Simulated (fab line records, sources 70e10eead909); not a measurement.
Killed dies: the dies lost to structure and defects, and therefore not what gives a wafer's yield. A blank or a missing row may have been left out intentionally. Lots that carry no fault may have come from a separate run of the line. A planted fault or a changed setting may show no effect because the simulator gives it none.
Matching of chambers | flow nand harc | pecvd-03 running NHARC_A_STAIRCASE_DEP_417: 3 sister chambers
The step deposits Si3N4, target thk 60 nm. 3 wafers are shown with their chamber, then 11 later ones without.

WAFERS PAIRED WITH THEIR CHAMBERS
wafer  | chamber | heater power w (W)
L085.1 | 2       | 601
L086.1 | 1       | 718
L087.3 | 0       | 755

WAFERS WHOSE CHAMBER IS MISSING
wafer  | heater power w (W)
L087.5 | 670
L087.6 | 728
L088.1 | 654
L088.3 | 742
L088.5 | 751
L093.3 | 672
L093.4 | 679
L093.5 | 623
L097.2 | 715
L097.3 | 600
L097.6 | 601

CHAMBER TAKEN BY EACH
wafer  | from the rows above          | in truth
L087.5 | can't be placed: 1 or 2 or 0 | 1
L087.6 | can't be placed: 1 or 0      | 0
L088.1 | can't be placed: 2 or 1 or 0 | 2
L088.3 | can't be placed: 0 or 1      | 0
L088.5 | can't be placed: 0 or 1      | 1
L093.3 | can't be placed: 1 or 2 or 0 | 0
L093.4 | can't be placed: 1 or 0 or 2 | 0
L093.5 | 2                            | 2
L097.2 | can't be placed: 1 or 0      | 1
L097.3 | 2                            | 2
L097.6 | 2                            | 2
3 of 11 placed correctly. Unplaceable from these rows: 8, with the true chamber sitting among the candidates in 8. 0 placed wrongly.
How it was worked out, from the rows above alone: a wafer's distance from a chamber is the root of the sum, over the readings, of the square of ((its reading less the chamber's mean) divided by the reading's scatter). If the next closest chamber is less than 2 further off than the closest, the wafer can't be placed; otherwise it belongs to the closest. For every chamber, the mean is computed from those of its wafers that are shown. The scatter: with one shown wafer a chamber, the root of the mean of the squares of how far each hidden wafer lies from its nearest shown one.
